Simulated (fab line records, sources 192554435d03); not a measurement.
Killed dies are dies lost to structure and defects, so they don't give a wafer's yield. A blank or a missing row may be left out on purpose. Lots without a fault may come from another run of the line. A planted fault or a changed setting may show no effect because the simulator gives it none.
Which tool did it? | flow n5_finfet | 23 lots, 69 wafers sampled, at 6 steps of a route of 1938

WHAT THE GAUGES READ, wafer by wafer
The record holds no reading of a measuring or inspecting step that can be judged against a usual standard deviation.

WHICH TOOL RAN EACH LOT (tool, then ch and the chambers of the sampled wafers, then the start)
lot  | N5_BEOL_M0_SAQP_PECVD_03        | N5_BEOL_M0_SAQP_PECVD_96        | N5_BEOL_M0_SAQP_ETCH_84            | N5_BEOL_M0_SAQP_MANDREL_ETCH_20  | N5_BEOL_M0_SAQP_ETCH_107           | N5_BEOL_M0_SAQP_STRIP_108
L074 | pecvd-01 ch 1,2, day 5 13:05    | pecvd-01 ch 1,2, day 5 13:07    | rie_diel-02 ch 1,2,3, day 5 14:01  | rie_si-02 ch 0,3, day 5 14:13    | rie_diel-04 ch 1,2,3, day 5 16:53  | rie_diel-04 ch 1,2,3, day 5 16:56
L075 | pecvd-01 ch 1,2, day 5 19:11    | pecvd-01 ch 1,2, day 5 19:13    | rie_diel-04 ch 1,3, day 5 20:15    | rie_si-02 ch 1,2, day 5 20:26    | rie_diel-02 ch 1,2, day 5 22:44    | rie_diel-02 ch 1,2, day 5 22:46
L076 | pecvd-01 ch 0,2, day 5 21:35    | pecvd-01 ch 0,2, day 5 21:37    | rie_diel-06 ch 0,1, day 5 22:33    | rie_si-01 ch 0,2,3, day 5 22:44  | rie_diel-02 ch 0,2,3, day 6 00:47  | rie_diel-02 ch 0,2,3, day 6 00:50
L077 | pecvd-01 ch 0,2, day 6 03:46    | pecvd-01 ch 0,2, day 6 03:48    | rie_diel-04 ch 0,2, day 6 04:44    | rie_si-02 ch 2,3, day 6 04:56    | rie_diel-04 ch 0,1,3, day 6 07:01  | rie_diel-04 ch 0,1,3, day 6 07:04
L078 | pecvd-01 ch 0,1,2, day 6 14:01  | pecvd-01 ch 0,1,2, day 6 14:03  | rie_diel-06 ch 0,1, day 6 14:46    | rie_si-01 ch 0,3, day 6 14:58    | rie_diel-06 ch 0,2,3, day 6 18:35  | rie_diel-06 ch 0,2,3, day 6 18:38
L079 | pecvd-04 ch 1,2, day 6 19:39    | pecvd-04 ch 1,2, day 6 19:41    | rie_diel-06 ch 1,2,3, day 6 20:23  | rie_si-06 ch 1,2,3, day 6 20:35  | rie_diel-06 ch 0,1,2, day 7 00:00  | rie_diel-06 ch 0,1,2, day 7 00:02
L081 | pecvd-02 ch 1,2, day 7 07:35    | pecvd-02 ch 1,2, day 7 07:37    | rie_diel-06 ch 1,3, day 7 08:36    | rie_si-02 ch 1,3, day 7 08:47    | rie_diel-02 ch 0,2, day 7 10:52    | rie_diel-02 ch 0,2, day 7 10:54
L082 | pecvd-01 ch 0,1,2, day 7 13:34  | pecvd-01 ch 0,1,2, day 7 13:36  | rie_diel-06 ch 0,1,3, day 7 14:29  | rie_si-02 ch 2,3, day 7 14:41    | rie_diel-04 ch 0,2,3, day 7 16:44  | rie_diel-04 ch 0,2,3, day 7 16:46
L083 | pecvd-04 ch 0,1, day 7 13:45    | pecvd-04 ch 0,1, day 7 13:47    | rie_diel-02 ch 0,1,3, day 7 14:53  | rie_si-01 ch 0,2,3, day 7 15:05  | rie_diel-02 ch 2,3, day 7 17:18    | rie_diel-02 ch 2,3, day 7 17:20
L084 | pecvd-01 ch 1,2, day 8 02:46    | pecvd-01 ch 1,2, day 8 02:48    | rie_diel-02 ch 0,2,3, day 8 03:35  | rie_si-01 ch 0,1,2, day 8 03:47  | rie_diel-02 ch 0,3, day 8 05:50    | rie_diel-02 ch 0,3, day 8 05:53
L085 | pecvd-04 ch 0,1,2, day 8 10:44  | pecvd-04 ch 0,1,2, day 8 10:46  | rie_diel-06 ch 0,3, day 8 12:20    | rie_si-01 ch 1,2,3, day 8 12:32  | rie_diel-02 ch 0,2, day 8 14:43    | rie_diel-02 ch 0,2, day 8 14:46
L087 | pecvd-04 ch 0,1,2, day 8 16:00  | pecvd-04 ch 0,1,2, day 8 16:02  | rie_diel-04 ch 1,2, day 8 16:53    | rie_si-02 ch 0,2,3, day 8 17:05  | rie_diel-02 ch 0,1, day 8 20:44    | rie_diel-02 ch 0,1, day 8 20:46
L086 | pecvd-01 ch 1,2, day 8 17:40    | pecvd-01 ch 1,2, day 8 17:41    | rie_diel-06 ch 0,1, day 8 18:31    | rie_si-06 ch 0,2, day 8 18:43    | rie_diel-02 ch 0,1, day 8 21:37    | rie_diel-02 ch 0,1, day 8 21:39
L088 | pecvd-02 ch 0,1,2, day 9 03:58  | pecvd-02 ch 0,1,2, day 9 03:59  | rie_diel-04 ch 0,1,3, day 9 07:33  | rie_si-02 ch 0,1,3, day 9 07:44  | rie_diel-02 ch 0,1,2, day 9 10:18  | rie_diel-02 ch 0,1,2, day 9 10:20
L089 | pecvd-02 ch 0,2, day 9 06:41    | pecvd-02 ch 0,2, day 9 06:43    | rie_diel-02 ch 1,2, day 9 07:41    | rie_si-01 ch 1,3, day 9 07:53    | rie_diel-04 ch 0,1,2, day 9 10:40  | rie_diel-04 ch 0,1,2, day 9 10:43
L090 | pecvd-02 ch 0,2, day 9 10:08    | pecvd-02 ch 0,2, day 9 10:10    | rie_diel-04 ch 0,1,2, day 9 10:59  | rie_si-02 ch 1,2,3, day 9 11:11  | rie_diel-04 ch 0,2, day 9 13:34    | rie_diel-04 ch 0,2, day 9 13:36
L091 | pecvd-04 ch 0,2, day 9 16:58    | pecvd-04 ch 0,2, day 9 17:00    | rie_diel-04 ch 0,1, day 9 17:43    | rie_si-06 ch 0,2, day 9 17:54    | rie_diel-06 ch 0,3, day 9 21:04    | rie_diel-06 ch 0,3, day 9 21:07
L092 | pecvd-04 ch 0,1,2, day 10 00:38 | pecvd-04 ch 0,1,2, day 10 00:40 | rie_diel-02 ch 0,2,3, day 10 01:31 | rie_si-02 ch 0,1,2, day 10 01:42 | rie_diel-02 ch 0,2,3, day 10 04:03 | rie_diel-02 ch 0,2,3, day 10 04:05
L093 | pecvd-04 ch 0,1, day 10 07:05   | pecvd-04 ch 0,1, day 10 07:07   | rie_diel-04 ch 1,3, day 10 07:57   | rie_si-06 ch 0,1,2, day 10 08:08 | rie_diel-06 ch 0,1,2, day 10 10:34 | rie_diel-06 ch 0,1,2, day 10 10:36
L094 | pecvd-04 ch 0,2, day 10 16:25   | pecvd-04 ch 0,2, day 10 16:26   | rie_diel-06 ch 0,1,2, day 10 17:17 | rie_si-01 ch 1,2,3, day 10 17:28 | rie_diel-02 ch 0,2, day 10 19:37   | rie_diel-02 ch 0,2, day 10 19:40
L095 | pecvd-04 ch 0,1, day 10 17:56   | pecvd-04 ch 0,1, day 10 17:58   | rie_diel-06 ch 0,1,2, day 10 18:49 | rie_si-01 ch 1,2,3, day 10 19:00 | rie_diel-02 ch 0,2, day 10 21:03   | rie_diel-02 ch 0,2, day 10 21:05
L096 | pecvd-01 ch 1,2, day 10 20:50   | pecvd-01 ch 1,2, day 10 20:52   | rie_diel-04 ch 0,1,2, day 10 21:44 | rie_si-06 ch 0,2,3, day 10 21:56 | rie_diel-04 ch 1,2,3, day 11 00:01 | rie_diel-04 ch 1,2,3, day 11 00:03
L097 | pecvd-04 ch 0,1, day 11 10:30   | pecvd-04 ch 0,1, day 11 10:32   | rie_diel-02 ch 0,3, day 11 11:23   | rie_si-06 ch 0,1,3, day 11 11:35 | rie_diel-02 ch 0,2, day 11 13:55   | rie_diel-02 ch 0,2, day 11 13:58
- N5_BEOL_M0_SAQP_PECVD_03: deposits SiCN from 3MS/NH3, target thk 12 nm, time 21.1 s.
- N5_BEOL_M0_SAQP_PECVD_96: deposits a-Si from SiH4/He, target thk 45 nm, time 45.2 s.
- N5_BEOL_M0_SAQP_ETCH_84: etches SOC in N2/H2, target depth 100 nm, overetch 20 nm, time 150 s.
- N5_BEOL_M0_SAQP_MANDREL_ETCH_20: etches a-Si in HBr/Cl2, stops on SiNx, target depth 60 nm, bt time 10 s, time 30 s.
- N5_BEOL_M0_SAQP_ETCH_107: etches SiNx in CH3F/O2, target depth 30 nm.
- N5_BEOL_M0_SAQP_STRIP_108: strips in N2/H2.

WHAT THE TOOLS THEMSELVES READ (means of the sampled wafers that have a number; where no wafer has one, the mark that the record gives instead)
N5_BEOL_M0_SAQP_PECVD_03. Usual: showerhead_plenum_p_Torr 3.671 Torr, standard deviation 0.0082; throttle_valve_pct 8.9 %, standard deviation 0.58.
lot  | tool     | showerhead_plenum_p_Torr (Torr) | throttle_valve_pct (%) | flag
L074 | pecvd-01 | 3.662                           | 8.3                    |
L075 | pecvd-01 | 3.662                           | 8.3                    |
L076 | pecvd-01 | 3.668                           | 9.2                    |
L077 | pecvd-01 | 3.666                           | 8.7                    |
L078 | pecvd-01 | 3.669                           | 8.6                    |
L079 | pecvd-04 | 3.670                           | 8.8                    |
L081 | pecvd-02 | 3.674                           | 8.9                    |
L082 | pecvd-01 | 3.662                           | 8.7                    |
L083 | pecvd-04 | 3.680                           | 9.2                    |
L084 | pecvd-01 | 3.659                           | 8.3                    |
L085 | pecvd-04 | 3.674                           | 9.1                    |
L087 | pecvd-04 | 3.671                           | 9.1                    |
L086 | pecvd-01 | 3.667                           | 8.4                    |
L088 | pecvd-02 | 3.668                           | 9.1                    |
L089 | pecvd-02 | 3.672                           | 9.8                    |
L090 | pecvd-02 | 3.669                           | 9.7                    |
L091 | pecvd-04 | 3.669                           | 8.9                    |
L092 | pecvd-04 | 3.686                           | 9.2                    |
L093 | pecvd-04 | 3.673                           | 9.3                    |
L094 | pecvd-04 | 3.684                           | 9.3                    |
L095 | pecvd-04 | 3.674                           | 9.1                    |
L096 | pecvd-01 | 3.659                           | 8.3                    |
L097 | pecvd-04 | 3.674                           | 9.4                    |

N5_BEOL_M0_SAQP_PECVD_96. Usual: heater_power_w 629 W, standard deviation 70; showerhead_plenum_p_Torr 5.690 Torr, standard deviation 0.028; throttle_valve_pct 17.9 %, standard deviation 1.1.
lot  | tool     | heater_power_w (W) | showerhead_plenum_p_Torr (Torr) | throttle_valve_pct (%) | flag
L074 | pecvd-01 | 651                | 5.662                           | 16.7                   |
L075 | pecvd-01 | 643                | 5.660                           | 16.6                   |
L076 | pecvd-01 | 571                | 5.692                           | 18.3                   |
L077 | pecvd-01 | 573                | 5.670                           | 17.3                   |
L078 | pecvd-01 | 594                | 5.681                           | 17.3                   |
L079 | pecvd-04 | 666                | 5.690                           | 17.7                   |
L081 | pecvd-02 | 628                | 5.711                           | 17.9                   |
L082 | pecvd-01 | 626                | 5.681                           | 17.4                   |
L083 | pecvd-04 | 674                | 5.702                           | 18.2                   |
L084 | pecvd-01 | 662                | 5.674                           | 16.5                   |
L085 | pecvd-04 | 645                | 5.704                           | 18.1                   |
L087 | pecvd-04 | 642                | 5.703                           | 18.3                   |
L086 | pecvd-01 | 619                | 5.645                           | 16.8                   |
L088 | pecvd-02 | 675                | 5.690                           | 18.3                   |
L089 | pecvd-02 | 701                | 5.674                           | 19.3                   |
L090 | pecvd-02 | 714                | 5.688                           | 19.5                   |
L091 | pecvd-04 | 630                | 5.714                           | 18.1                   |
L092 | pecvd-04 | 630                | 5.705                           | 18.2                   |
L093 | pecvd-04 | 653                | 5.699                           | 18.8                   |
L094 | pecvd-04 | 603                | 5.711                           | 18.5                   |
L095 | pecvd-04 | 663                | 5.705                           | 18.6                   |
L096 | pecvd-01 | 643                | 5.660                           | 16.4                   |
L097 | pecvd-04 | 673                | 5.707                           | 18.6                   |

N5_BEOL_M0_SAQP_ETCH_84. Usual: drypump_motor_current_A 5.4 A, standard deviation 0.44; oes_product_au 0.72 a.u., standard deviation 0.085; rf_vpp_V 524.4 V, standard deviation 2.6; showerhead_plenum_p_Torr 2.56 Torr, standard deviation 0.095; throttle_valve_pct 17.8 %, standard deviation 0.31.
lot  | tool        | drypump_motor_current_A (A) | oes_product_au (a.u.) | rf_vpp_V (V) | showerhead_plenum_p_Torr (Torr) | throttle_valve_pct (%) | flag
L074 | rie_diel-02 | 5.8                         | 0.64                  | 524.4        | 2.56                            | 17.9                   |
L075 | rie_diel-04 | 5.5                         | 0.68                  | 524.9        | 2.58                            | 18.0                   |
L076 | rie_diel-06 | 5.1                         | 0.74                  | 521.7        | 2.45                            | 17.8                   |
L077 | rie_diel-04 | 5.3                         | 0.82                  | 525.3        | 2.60                            | 17.5                   |
L078 | rie_diel-06 | 5.5                         | 0.78                  | 522.2        | 2.46                            | 17.6                   |
L079 | rie_diel-06 | 5.1                         | 0.70                  | 523.2        | 2.51                            | 17.9                   |
L081 | rie_diel-06 | 5.5                         | 0.76                  | 523.0        | 2.53                            | 17.6                   |
L082 | rie_diel-06 | 5.1                         | 0.71                  | 523.3        | 2.51                            | 17.8                   |
L083 | rie_diel-02 | 5.9                         | 0.70                  | 525.5        | 2.57                            | 17.8                   |
L084 | rie_diel-02 | 5.7                         | 0.71                  | 526.7        | 2.66                            | 18.0                   |
L085 | rie_diel-06 | 4.8                         | 0.64                  | 524.4        | 2.57                            | 18.0                   |
L087 | rie_diel-04 | 5.3                         | 0.70                  | 524.6        | 2.56                            | 17.9                   |
L086 | rie_diel-06 | 5.1                         | 0.70                  | 521.4        | 2.44                            | 17.8                   |
L088 | rie_diel-04 | 5.6                         | 0.71                  | 525.0        | 2.58                            | 17.9                   |
L089 | rie_diel-02 | 5.8                         | 0.62                  | 521.9        | 2.46                            | 17.6                   |
L090 | rie_diel-04 | 5.4                         | 0.75                  | 524.8        | 2.58                            | 17.7                   |
L091 | rie_diel-04 | 5.5                         | 0.72                  | 524.1        | 2.56                            | 17.8                   |
L092 | rie_diel-02 | 5.8                         | 0.77                  | 527.2        | 2.65                            | 17.9                   |
L093 | rie_diel-04 | 5.6                         | 0.66                  | 524.5        | 2.57                            | 18.1                   |
L094 | rie_diel-06 | 5.1                         | 0.75                  | 523.0        | 2.53                            | 17.8                   |
L095 | rie_diel-06 | 5.1                         | 0.74                  | 524.1        | 2.53                            | 17.8                   |
L096 | rie_diel-04 | 5.4                         | 0.74                  | 523.9        | 2.57                            | 17.7                   |
L097 | rie_diel-02 | 5.9                         | 0.82                  | 526.7        | 2.64                            | 17.8                   |

N5_BEOL_M0_SAQP_MANDREL_ETCH_20. Usual: drypump_motor_current_A 5.9 A, standard deviation 0.44; oes_product_au 0.773 a.u., standard deviation 0.013; throttle_valve_pct 35.31 %, standard deviation 0.27.
lot  | tool      | drypump_motor_current_A (A) | oes_product_au (a.u.) | throttle_valve_pct (%) | flag
L074 | rie_si-02 | 6.3                         | 0.777                 | 35.44                  |
L075 | rie_si-02 | 5.9                         | 0.764                 | 35.00                  |
L076 | rie_si-01 | 6.1                         | 0.773                 | 35.23                  |
L077 | rie_si-02 | 5.9                         | 0.777                 | 35.46                  |
L078 | rie_si-01 | 5.7                         | 0.777                 | 35.16                  |
L079 | rie_si-06 | 5.7                         | 0.771                 | 35.42                  |
L081 | rie_si-02 | 6.3                         | 0.774                 | 35.20                  |
L082 | rie_si-02 | 6.2                         | 0.779                 | 35.44                  |
L083 | rie_si-01 | 6.1                         | 0.774                 | 35.23                  |
L084 | rie_si-01 | 5.8                         | 0.768                 | 35.35                  |
L085 | rie_si-01 | 6.2                         | 0.767                 | 35.46                  |
L087 | rie_si-02 | 5.9                         | 0.780                 | 35.45                  |
L086 | rie_si-06 | 6.1                         | 0.789                 | 35.31                  |
L088 | rie_si-02 | 6.1                         | 0.771                 | 35.21                  |
L089 | rie_si-01 | 6.1                         | 0.763                 | 35.52                  |
L090 | rie_si-02 | 6.0                         | 0.774                 | 35.22                  |
L091 | rie_si-06 | 5.8                         | 0.788                 | 35.16                  |
L092 | rie_si-02 | 5.8                         | 0.769                 | 35.23                  |
L093 | rie_si-06 | 5.8                         | 0.785                 | 35.19                  |
L094 | rie_si-01 | 6.1                         | 0.759                 | 35.47                  |
L095 | rie_si-01 | 6.2                         | 0.761                 | 35.48                  |
L096 | rie_si-06 | 5.7                         | 0.767                 | 35.39                  |
L097 | rie_si-06 | 5.4                         | 0.778                 | 35.25                  |

N5_BEOL_M0_SAQP_ETCH_107. Usual: drypump_motor_current_A 5.6 A, standard deviation 0.39; oes_product_au 0.78 a.u., standard deviation 0.1; rf_vpp_V 300 V, standard deviation 5.7; showerhead_plenum_p_Torr 2.03 Torr, standard deviation 0.075; throttle_valve_pct 16.4 %, standard deviation 0.31.
lot  | tool        | drypump_motor_current_A (A) | oes_product_au (a.u.) | rf_vpp_V (V) | showerhead_plenum_p_Torr (Torr) | throttle_valve_pct (%) | flag
L074 | rie_diel-04 | 5.4                         | 0.81                  | 300          | 2.04                            | 16.3                   |
L075 | rie_diel-02 | 5.7                         | 0.72                  | 303          | 2.03                            | 16.6                   |
L076 | rie_diel-02 | 5.7                         | 0.71                  | 299          | 2.00                            | 16.6                   |
L077 | rie_diel-04 | 5.6                         | 0.82                  | 297          | 2.04                            | 16.3                   |
L078 | rie_diel-06 | 4.8                         | 0.72                  | 299          | 1.95                            | 16.5                   |
L079 | rie_diel-06 | 5.1                         | 0.79                  | 291          | 1.92                            | 16.5                   |
L081 | rie_diel-02 | 5.6                         | 0.81                  | 303          | 2.10                            | 16.5                   |
L082 | rie_diel-04 | 5.5                         | 0.84                  | 302          | 2.05                            | 16.3                   |
L083 | rie_diel-02 | 5.6                         | 0.71                  | 305          | 2.08                            | 16.7                   |
L084 | rie_diel-02 | 5.9                         | 0.78                  | 300          | 2.07                            | 16.5                   |
L085 | rie_diel-02 | 5.6                         | 0.78                  | 303          | 2.10                            | 16.5                   |
L087 | rie_diel-02 | 5.9                         | 0.77                  | 298          | 1.97                            | 16.2                   |
L086 | rie_diel-02 | 5.9                         | 0.77                  | 300          | 1.97                            | 16.2                   |
L088 | rie_diel-02 | 5.8                         | 0.77                  | 301          | 2.03                            | 16.4                   |
L089 | rie_diel-04 | 5.4                         | 0.85                  | 296          | 2.02                            | 16.1                   |
L090 | rie_diel-04 | 5.3                         | 0.89                  | 300          | 2.03                            | 16.0                   |
L091 | rie_diel-06 | 4.8                         | 0.71                  | 304          | 2.00                            | 16.5                   |
L092 | rie_diel-02 | 5.8                         | 0.85                  | 302          | 2.08                            | 16.3                   |
L093 | rie_diel-06 | 5.1                         | 0.84                  | 291          | 1.99                            | 16.4                   |
L094 | rie_diel-02 | 5.6                         | 0.76                  | 303          | 2.09                            | 16.5                   |
L095 | rie_diel-02 | 5.7                         | 0.83                  | 300          | 2.09                            | 16.3                   |
L096 | rie_diel-04 | 5.5                         | 0.77                  | 300          | 2.02                            | 16.4                   |
L097 | rie_diel-02 | 5.7                         | 0.82                  | 300          | 2.09                            | 16.3                   |

N5_BEOL_M0_SAQP_STRIP_108. Usual: drypump_motor_current_A 5.6 A, standard deviation 0.39; oes_product_au 0.78 a.u., standard deviation 0.11; rf_vpp_V 122.0 V, standard deviation 1.1; showerhead_plenum_p_Torr 3.40 Torr, standard deviation 0.13; throttle_valve_pct 19.0 %, standard deviation 0.5.
lot  | tool        | drypump_motor_current_A (A) | oes_product_au (a.u.) | rf_vpp_V (V) | showerhead_plenum_p_Torr (Torr) | throttle_valve_pct (%) | flag
L074 | rie_diel-04 | 5.5                         | 0.81                  | 122.6        | 3.42                            | 19.2                   |
L075 | rie_diel-02 | 5.7                         | 0.71                  | 121.6        | 3.38                            | 18.8                   |
L076 | rie_diel-02 | 5.7                         | 0.71                  | 122.3        | 3.37                            | 19.4                   |
L077 | rie_diel-04 | 5.6                         | 0.83                  | 122.7        | 3.42                            | 18.9                   |
L078 | rie_diel-06 | 4.8                         | 0.72                  | 121.6        | 3.29                            | 19.2                   |
L079 | rie_diel-06 | 5.1                         | 0.79                  | 120.2        | 3.22                            | 18.9                   |
L081 | rie_diel-02 | 5.6                         | 0.81                  | 122.8        | 3.51                            | 19.0                   |
L082 | rie_diel-04 | 5.6                         | 0.85                  | 122.8        | 3.43                            | 18.8                   |
L083 | rie_diel-02 | 5.7                         | 0.71                  | 121.9        | 3.47                            | 19.4                   |
L084 | rie_diel-02 | 5.9                         | 0.80                  | 121.6        | 3.49                            | 19.5                   |
L085 | rie_diel-02 | 5.7                         | 0.79                  | 122.4        | 3.51                            | 19.1                   |
L087 | rie_diel-02 | 5.9                         | 0.77                  | 122.4        | 3.29                            | 18.3                   |
L086 | rie_diel-02 | 5.9                         | 0.77                  | 122.4        | 3.29                            | 18.3                   |
L088 | rie_diel-02 | 5.8                         | 0.77                  | 121.7        | 3.39                            | 18.7                   |
L089 | rie_diel-04 | 5.4                         | 0.84                  | 121.8        | 3.40                            | 18.9                   |
L090 | rie_diel-04 | 5.4                         | 0.88                  | 122.0        | 3.42                            | 18.8                   |
L091 | rie_diel-06 | 4.8                         | 0.71                  | 121.3        | 3.38                            | 19.1                   |
L092 | rie_diel-02 | 5.7                         | 0.85                  | 123.4        | 3.49                            | 19.2                   |
L093 | rie_diel-06 | 5.1                         | 0.84                  | 121.9        | 3.34                            | 18.8                   |
L094 | rie_diel-02 | 5.6                         | 0.77                  | 123.1        | 3.50                            | 19.1                   |
L095 | rie_diel-02 | 5.7                         | 0.83                  | 122.7        | 3.52                            | 18.9                   |
L096 | rie_diel-04 | 5.5                         | 0.76                  | 121.5        | 3.40                            | 19.3                   |
L097 | rie_diel-02 | 5.7                         | 0.82                  | 122.3        | 3.52                            | 19.0                   |

THE ANSWER, worked out from the rows above alone
Rule: a lot is off if the mean of its wafers that have a number lies more than 3 standard deviations from the usual mean. A lot without any number at a reading at which 4 lots or more have one is off too. The other lots that the step has rows for count as sound. The gauges are gone through in route order, then the tools' own readings, and for those a lot's mean is taken as printed above. The first step at which some lot is off is used, and at that step the reading that is off furthest; a lot without a number counts as furthest.
No lot is off at any reading shown: from this, nothing can be told.

WHAT THE SIMULATOR HAD PUT IN
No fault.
